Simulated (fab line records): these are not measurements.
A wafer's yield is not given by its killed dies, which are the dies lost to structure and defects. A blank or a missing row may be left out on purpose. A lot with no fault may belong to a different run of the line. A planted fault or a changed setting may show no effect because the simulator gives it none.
The tool behind it: which one? / flow n5Finfet / Sampling: 10 lots, 30 wafers, 5 of 1938 route steps

## WHAT THE GAUGES READ, wafer by wafer
N5_BEOL_M4_RC_MEAS_101.
lot=L944; measured=day 7 23:53; on=prober-01; VT_N_LVT (mV)=97.0 96.7 92.9
lot=L945; measured=day 8 04:26; on=prober-02; VT_N_LVT (mV)=97.8 98.4 94.6
lot=L947; measured=day 8 14:12; on=prober-02; VT_N_LVT (mV)=114.3 119.1 121.2
lot=L952; measured=day 10 06:40; on=prober-02; VT_N_LVT (mV)=114.8 117.4 116.8
lot=L957; measured=day 10 14:43; on=prober-02; VT_N_LVT (mV)=96.6 98.9 99.4
lot=L958; measured=day 11 21:34; on=prober-02; VT_N_LVT (mV)=97.3 94.1 97.2
lot=L962; measured=day 12 06:35; on=prober-02; VT_N_LVT (mV)=100.4 101.7 102.7
lot=L963; measured=day 12 18:36; on=prober-01; VT_N_LVT (mV)=102.1 100.8 103.4
lot=L964; measured=day 13 07:52; on=prober-01; VT_N_LVT (mV)=96.8 93.2 92.7
lot=L967; measured=day 13 17:35; on=prober-01; VT_N_LVT (mV)=98.3 94.9 96.7

## TOOL THAT RAN EACH LOT (tool first, then ch and the chambers of the sampled wafers, then the start)
lot=L944; N5_HKMG_FIN_RTA_80=rtpAnneal-01 ch 0, day 4 02:49; N5_BEOL_M4_SPUTTER_81=pvdSputter-01, day 7 21:28; N5_BEOL_M4_ANNEAL_89=pvdSputter-01, day 7 21:59; N5_BEOL_M4_PRE_CLEAN_60=cvdCo-02 ch 0,2, day 7 23:37
lot=L945; N5_HKMG_FIN_RTA_80=rtpAnneal-01 ch 0, day 4 10:10; N5_BEOL_M4_SPUTTER_81=pvdSputter-03, day 8 01:51; N5_BEOL_M4_ANNEAL_89=pvdSputter-03, day 8 02:22; N5_BEOL_M4_PRE_CLEAN_60=cvdCo-02 ch 1,2, day 8 04:01
lot=L947; N5_HKMG_FIN_RTA_80=rtpAnneal-01 ch 0, day 4 20:51; N5_BEOL_M4_SPUTTER_81=pvdSputter-02, day 8 11:26; N5_BEOL_M4_ANNEAL_89=pvdSputter-02, day 8 11:58; N5_BEOL_M4_PRE_CLEAN_60=cvdCo-02 ch 0,2, day 8 13:46
lot=L952; N5_HKMG_FIN_RTA_80=rtpAnneal-01 ch 0, day 6 03:28; N5_BEOL_M4_SPUTTER_81=pvdSputter-02, day 10 04:14; N5_BEOL_M4_ANNEAL_89=pvdSputter-02, day 10 04:46; N5_BEOL_M4_PRE_CLEAN_60=cvdCo-01 ch 0,1,2, day 10 06:23
lot=L957; N5_HKMG_FIN_RTA_80=rtpAnneal-02 ch 0, day 7 07:10; N5_BEOL_M4_SPUTTER_81=pvdSputter-01, day 10 12:05; N5_BEOL_M4_ANNEAL_89=pvdSputter-01, day 10 12:36; N5_BEOL_M4_PRE_CLEAN_60=cvdCo-01 ch 0,2, day 10 14:26
lot=L958; N5_HKMG_FIN_RTA_80=rtpAnneal-02 ch 0, day 7 17:12; N5_BEOL_M4_SPUTTER_81=pvdSputter-01, day 11 18:56; N5_BEOL_M4_ANNEAL_89=pvdSputter-01, day 11 19:27; N5_BEOL_M4_PRE_CLEAN_60=cvdCo-02 ch 0,2, day 11 21:08
lot=L962; N5_HKMG_FIN_RTA_80=rtpAnneal-02 ch 0, day 8 13:12; N5_BEOL_M4_SPUTTER_81=pvdSputter-03, day 12 03:44; N5_BEOL_M4_ANNEAL_89=pvdSputter-03, day 12 04:15; N5_BEOL_M4_PRE_CLEAN_60=cvdCo-01 ch 1,2, day 12 06:09
lot=L963; N5_HKMG_FIN_RTA_80=rtpAnneal-02 ch 0, day 8 23:33; N5_BEOL_M4_SPUTTER_81=pvdSputter-01, day 12 16:06; N5_BEOL_M4_ANNEAL_89=pvdSputter-01, day 12 16:37; N5_BEOL_M4_PRE_CLEAN_60=cvdCo-01 ch 0,1,2, day 12 18:18
lot=L964; N5_HKMG_FIN_RTA_80=rtpAnneal-01 ch 0, day 9 07:10; N5_BEOL_M4_SPUTTER_81=pvdSputter-02, day 13 05:17; N5_BEOL_M4_ANNEAL_89=pvdSputter-02, day 13 05:48; N5_BEOL_M4_PRE_CLEAN_60=cvdCo-02 ch 0,2, day 13 07:26
lot=L967; N5_HKMG_FIN_RTA_80=rtpAnneal-01 ch 0, day 10 03:23; N5_BEOL_M4_SPUTTER_81=pvdSputter-03, day 13 15:11; N5_BEOL_M4_ANNEAL_89=pvdSputter-03, day 13 15:42; N5_BEOL_M4_PRE_CLEAN_60=cvdCo-01 ch 0,1,2, day 13 17:19
- N5_HKMG_FIN_RTA_80: time 2 s.
- N5_BEOL_M4_SPUTTER_81: material Cu, target thk 4.5 nm, time 8.29 s.
- N5_BEOL_M4_ANNEAL_89: time 240 s.
- N5_BEOL_M4_PRE_CLEAN_60: time 15 s.

## THE ANSWER, worked out from the rows above alone
Rule: the lots themselves supply what counts as usual. Put in order of their means at a reading, lots are off if they are a third of the lots or fewer, leave a main group of 4 or more, and stand apart from it by a gap of 3 or more times the standard deviation of the main group's means; of several such gaps the widest counts. Not used: any main group whose means are identical at the precision the tables above print for the reading. Also off: a lot with no number at a reading for which 4 or more lots have one. The other lots that the step has rows for count as sound.
Off: L947, L952, at N5_BEOL_M4_RC_MEAS_101 (VT_N_LVT). The main group: mean 97.7 mV, standard deviation 2.6.
A tool fits if, at a process step before that reading, it ran every lot that is off, and no sound lot after the first of them. The gauges at N5_BEOL_M4_RC_MEAS_101 are tried like those tools. No candidate that was tried fits.

## WHAT WAS PUT IN BY THE SIMULATOR
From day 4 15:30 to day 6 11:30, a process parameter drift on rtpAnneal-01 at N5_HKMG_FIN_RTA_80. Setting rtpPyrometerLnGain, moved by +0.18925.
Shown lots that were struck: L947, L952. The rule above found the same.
